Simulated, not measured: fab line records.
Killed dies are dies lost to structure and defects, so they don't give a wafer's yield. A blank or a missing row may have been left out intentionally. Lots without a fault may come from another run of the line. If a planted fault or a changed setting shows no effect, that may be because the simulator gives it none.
Which tool is to blame? | flow nand_harc | 33 wafers from 11 lots sampled at 5 of the route's 1159 steps

== WHAT THE GAUGES READ, wafer by wafer ==
NHARC_A_M0_CD_MEAS_09 targets a cd of 80 nm.
lot  | measured     | on        | cd_nm (nm)
L337 | day 18 00:35 | cd_sem-03 | 80.1 79.7 81.0
L338 | day 18 03:21 | cd_sem-03 | 78.5 79.6 78.9
L339 | day 18 07:01 | cd_sem-02 | 80.8 79.3 80.2
L342 | day 19 01:09 | cd_sem-01 | 78.6 80.9 80.1
L341 | day 19 04:37 | cd_sem-01 | 80.2 81.0 80.5
L347 | day 20 04:34 | cd_sem-01 | 81.5 80.3 81.0
L348 | day 20 19:18 | cd_sem-01 | 80.3 79.3 80.6
L349 | day 21 14:29 | cd_sem-02 | 80.4 79.5 80.3
L354 | day 22 09:05 | cd_sem-01 | 79.0 79.3 79.7
L351 | day 22 09:15 | cd_sem-01 | 73.0 75.4 73.7
L356 | day 22 17:19 | cd_sem-03 | 76.8 75.8 75.9

== WHAT TOOL EACH LOT RAN ON (gives the tool, then ch and the chambers of the sampled wafers, and finally the start) ==
lot  | NHARC_A_CONTACT_STRIP_26                      | NHARC_A_BLC_ETCH_18                           | NHARC_A_BLC_CVD_24                       | NHARC_A_M0_EXPOSE_06
L337 | rie_diel-07 ch 1,2,3, day 18 00:27 or earlier | rie_diel-08 ch 1,3, day 18 00:27 or earlier   | cvd_w-01 ch 0,1, day 18 00:27 or earlier | arfi_scanner-01 ch 0, day 18 00:27
L338 | rie_diel-10 ch 0,2,3, day 18 03:13 or earlier | rie_diel-08 ch 0,1,2, day 18 03:13 or earlier | cvd_w-02 ch 0,1, day 18 03:13 or earlier | arfi_scanner-01 ch 0, day 18 03:13
L339 | rie_diel-07 ch 0,2,3, day 18 06:53 or earlier | rie_diel-03 ch 0,2, day 18 06:53 or earlier   | cvd_w-01 ch 0,1, day 18 06:53 or earlier | arfi_scanner-02 ch 0, day 18 06:53
L342 | rie_diel-10 ch 0,2,3, day 19 01:00 or earlier | rie_diel-08 ch 0,1,3, day 19 01:00 or earlier | cvd_w-01 ch 0,1, day 19 01:00 or earlier | arfi_scanner-02 ch 0, day 19 01:00
L341 | rie_diel-09 ch 0,3, day 19 04:28 or earlier   | rie_diel-08 ch 1,2,3, day 19 04:28 or earlier | cvd_w-01 ch 1, day 19 04:28 or earlier   | arfi_scanner-01 ch 0, day 19 04:28
L347 | rie_diel-09 ch 1,2,3, day 20 04:26 or earlier | rie_diel-03 ch 0,2,3, day 20 04:26 or earlier | cvd_w-02 ch 0,1, day 20 04:26 or earlier | arfi_scanner-01 ch 0, day 20 04:26
L348 | rie_diel-09 ch 0,2,3, day 20 19:10 or earlier | rie_diel-03 ch 0,1,3, day 20 19:10 or earlier | cvd_w-02 ch 0,1, day 20 19:10 or earlier | arfi_scanner-02 ch 0, day 20 19:10
L349 | rie_diel-07 ch 1,2, day 21 14:21 or earlier   | rie_diel-08 ch 0,2, day 21 14:21 or earlier   | cvd_w-01 ch 0,1, day 21 14:21 or earlier | arfi_scanner-02 ch 0, day 21 14:21
L354 | rie_diel-07 ch 0,3, day 22 08:57 or earlier   | rie_diel-03 ch 0,1,3, day 22 08:57 or earlier | cvd_w-01 ch 0,1, day 22 08:57 or earlier | arfi_scanner-03 ch 0, day 22 08:57
L351 | rie_diel-10 ch 1,2, day 22 09:07 or earlier   | rie_diel-01 ch 0,2, day 22 09:07 or earlier   | cvd_w-02 ch 0,1, day 22 09:07 or earlier | arfi_scanner-02 ch 0, day 22 09:07
L356 | rie_diel-07 ch 1,2,3, day 22 17:11 or earlier | rie_diel-03 ch 1,3, day 22 17:11 or earlier   | cvd_w-01 ch 0,1, day 22 17:11 or earlier | arfi_scanner-02 ch 0, day 22 17:11
- NHARC_A_CONTACT_STRIP_26: strips in O2.
- NHARC_A_BLC_ETCH_18: etches the open film in C4F8/O2/Ar, target depth 910 nm.
- NHARC_A_BLC_CVD_24: deposits W, target thk 150 nm, time 434 s.
- NHARC_A_M0_EXPOSE_06: exposes mask A M0, target cd 80 nm.

== THE ANSWER, worked out from the rows above alone ==
Rule: what is usual is taken from the lots themselves. The widest of any qualifying gaps counts: lots, ordered by their means at a reading, are off when they make up no more than a third of the lots, leave a main group of 4 or more, and stand apart from it by 3 or more times the standard deviation of that group's means. The tables above print the reading to a certain number of digits; a main group whose means all agree to those digits is not used. Also off: a lot with no number at a reading for which 4 or more lots have one. Any other lot the step has rows for is counted as sound.
Off: L351, L356 (NHARC_A_M0_CD_MEAS_09, cd_nm). Mean 80.0 nm and standard deviation 0.55 in the main group.
A tool fits if, at a process step before that reading, it ran every lot that is off, and no sound lot after the first of them. Gauges at NHARC_A_M0_CD_MEAS_09: tried the same way as those tools. NHARC_A_CONTACT_STRIP_26 gives no start for some lots, so the hours and the order of its lots are those of NHARC_A_M0_EXPOSE_06. NHARC_A_BLC_ETCH_18 gives no start for some lots, so the hours and the order of its lots are those of NHARC_A_M0_EXPOSE_06. NHARC_A_BLC_CVD_24 gives no start for some lots, so the hours and the order of its lots are those of NHARC_A_M0_EXPOSE_06. One candidate fits, namely arfi_scanner-02 at NHARC_A_M0_EXPOSE_06. Its last sound lot is L349 (day 21 14:21), its first lot that is off L351 (day 22 09:07): a fault that began between those two fits.

== WHAT THE SIMULATOR HAD PUT IN ==
Process parameters drifting: arfi_scanner-02 at NHARC_A_M0_EXPOSE_06, beginning at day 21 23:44. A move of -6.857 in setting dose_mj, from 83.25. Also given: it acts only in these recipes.
Shown lots that were struck: L351, L356. This agrees with what the rule above found.
